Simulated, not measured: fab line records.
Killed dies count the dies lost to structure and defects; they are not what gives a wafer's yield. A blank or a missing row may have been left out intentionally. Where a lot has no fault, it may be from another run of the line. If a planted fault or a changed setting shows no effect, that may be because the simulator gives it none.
Comparing a struck lot with a sound one	flow nand harc	12 out of 1302 route steps
Sound: the wafers L820.1, L820.3, L820.4. Wafers L828.2, L828.3, L828.5 were the ones struck. At the end, the cause is stated.
Each step with rows lists, per side, the tool, then ch with its chambers, then its first start. Under that, the readings that differ: sound wafers	struck wafers	difference of the means	sigmas: that difference in standard deviations of wafers without a fault.
alike: a reading whose means differ by less than 2 such deviations, as well as words and numbers matching on both sides. not compared: withheld readings; readings where some wafer has no value; bounds like >300 that might hide an equal value; numbers whose values overlap and for which the record gives no deviation.
A row with sigmas, a row that says differs or no value, or rows on one side alone: a step with any of these is where the two part. Non-overlapping numbers with no deviation appear without sigmas and do not part them. A reading that every wafer of one side lacks parts them only if that side has two wafers or more.

first, 1 step without rows for these wafers: NHARC_A_WL_FILL_CVD_23 (deposits poly-Si, target thk 40 nm, time 800 s).
NHARC_A_WL_FILL_ETCHBACK_26: etches the open film in HBr, target depth 52 nm, time 13.3 s.
  sound on rie si-04 ch 0,2,3, day 21 02:59; struck on rie si-02 ch 0,1, day 24 01:04
reading	sound	struck	difference	sigmas
oes product au (a.u.)	1.026 1.005 0.998	0.984 0.992 0.991	-0.021	-2
  alike: drypump motor current A, throttle valve pct
  not compared: rf hours counter h
then, 2 steps without rows for these wafers: NHARC_A_WL_FILL_PRECLEAN_30 (cleans in dHF, time 10 s); NHARC_A_WL_FILL_SRD_14.
NHARC_A_WL_FILL_ALD_19: deposits TiN, target thk 2 nm, pulse time 3 s, ald cycles 100.
  sound on ald metal-02 ch 0,2,3, day 21 03:15; struck on ald metal-01 ch 1,2, day 24 01:21
  alike: heater power w, precursor pulse height rel
NHARC_A_WL_FILL_CVD_20: deposits W, target thk 100 nm, time 74 s.
  sound: cvd w-01 ch 0,1; struck: cvd w-02 ch 0
reading	sound	struck	difference	sigmas
heater power w (W)	741 746 746	855 853 837	+104	+2
  alike: mfc ar sccm, throttle valve pct
NHARC_A_WL_FILL_CMP_12: polishes, t overpolish 30 s, target thk 100 nm.
  sound on cmp-02 ch 0,1,3, day 21 03:38; struck on cmp-01 ch 1,2,3, day 24 01:48
  alike: edge zone pressure frac, motor current A, overpolish run s, time to endpoint s
after that, 1 step had no rows for these wafers: NHARC_A_WL_FILL_SRD_31.
NHARC_A_WL_FILL_INSPECT_15:
  sound on defect inspect-01 at day 21 04:08; struck on defect inspect-01 at day 24 02:13
  alike: raw defect count
NHARC_A_CONTACT_DEP_24: deposits SiO2, target thk 500 nm.
  sound on pecvd-04 ch 1,2, day 21 04:13; struck on pecvd-04 ch 0,2, day 24 02:34
reading	sound	struck	difference	sigmas
mfc precursor sccm (sccm)	161.4 161.9 160.8	188.5 189.2 188.4	+27.3	+58
  alike: heater power w, showerhead vpp V, throttle valve pct
NHARC_A_CONTACT_DEP_28: deposits aC, target thk 7000 nm.
  sound on acl dep-01 ch 0, day 21 09:08; struck on acl dep-02 ch 0, day 24 07:29
reading	sound	struck	difference	sigmas
hold	- - -	await dispo/3.5h/release await dispo/3.5h/release await dispo/3.5h/release	no value on the sound wafers	
  alike: throttle valve pct
-- jump in the record: it breaks off in module A_CONTACT and resumes in module END (first step shown: number 1302 of the route), and 4 days separate the struck wafers' starts before and after --
NHARC_END_SORT_01:
  the record has rows for the struck wafers here (prober-01 ch 0, day 27 21:31) and none for the sound ones

== WHERE THEY PART ==
First at NHARC_A_WL_FILL_ETCHBACK_26; last, within this record, at NHARC_END_SORT_01.

WHY: what had been put in by the simulator
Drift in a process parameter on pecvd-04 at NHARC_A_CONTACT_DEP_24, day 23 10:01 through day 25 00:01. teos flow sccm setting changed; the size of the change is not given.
